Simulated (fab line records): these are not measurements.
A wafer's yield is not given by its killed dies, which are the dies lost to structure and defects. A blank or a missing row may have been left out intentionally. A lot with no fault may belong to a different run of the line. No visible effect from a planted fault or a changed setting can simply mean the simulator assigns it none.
Matching of chambers -- flow nand_harc -- cmp-02 running NHARC_A_CHANNEL_FILL_D2_CMP_10: 4 sister chambers
The step polishes, target thk 150 nm. 8 wafers are shown with their chamber, then 8 later ones without.

== WAFERS PAIRED WITH THEIR CHAMBERS ==
wafer,chamber,motor_current_A (A),time_to_endpoint_s (s)
L075.2,1,10.6,15.5
L078.1,3,11.6,15.5
L078.3,2,13.3,14.3
L078.6,0,10.6,12.5
L079.1,0,10.6,11.8
L079.2,1,10.3,11.6
L079.4,2,12.6,15.4
L086.2,3,11.8,13.2

== WAFERS WITHOUT THEIR CHAMBER ==
wafer,motor_current_A (A),time_to_endpoint_s (s)
L086.4,10.5,10.4
L086.6,11.0,13.9
L093.1,11.2,17.5
L093.4,10.8,15.6
L093.6,10.9,19.5
L094.2,11.0,10.8
L094.3,11.5,14.2
L094.5,12.3,14.1

== CHAMBER TAKEN BY EACH ==
wafer,from the rows above,in truth
L086.4,can't be placed: 0 or 1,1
L086.6,can't be placed: 0 or 1 or 3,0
L093.1,can't be placed: 3 or 1 or 0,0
L093.4,can't be placed: 1 or 0 or 3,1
L093.6,can't be placed: 1 or 3 or 0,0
L094.2,can't be placed: 0 or 1 or 3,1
L094.3,3,3
L094.5,can't be placed: 3 or 2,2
1 of 8 placed correctly. Cannot be placed on the basis of these rows: 7; the candidates contain the true chamber in 7. Wrongly placed: 0.
How it was worked out, from the rows above alone: a wafer's distance from a chamber is the root of the sum, over the readings, of the square of ((its reading less the chamber's mean) divided by the reading's scatter). The wafer belongs to the nearest chamber; if the next one is less than 2 further off, it can't be placed. For every chamber, the mean is computed from those of its wafers that are shown. The scatter: the root of (the sum of the squares of (reading less its chamber's mean) over the shown wafers, divided by (wafers less chambers)).
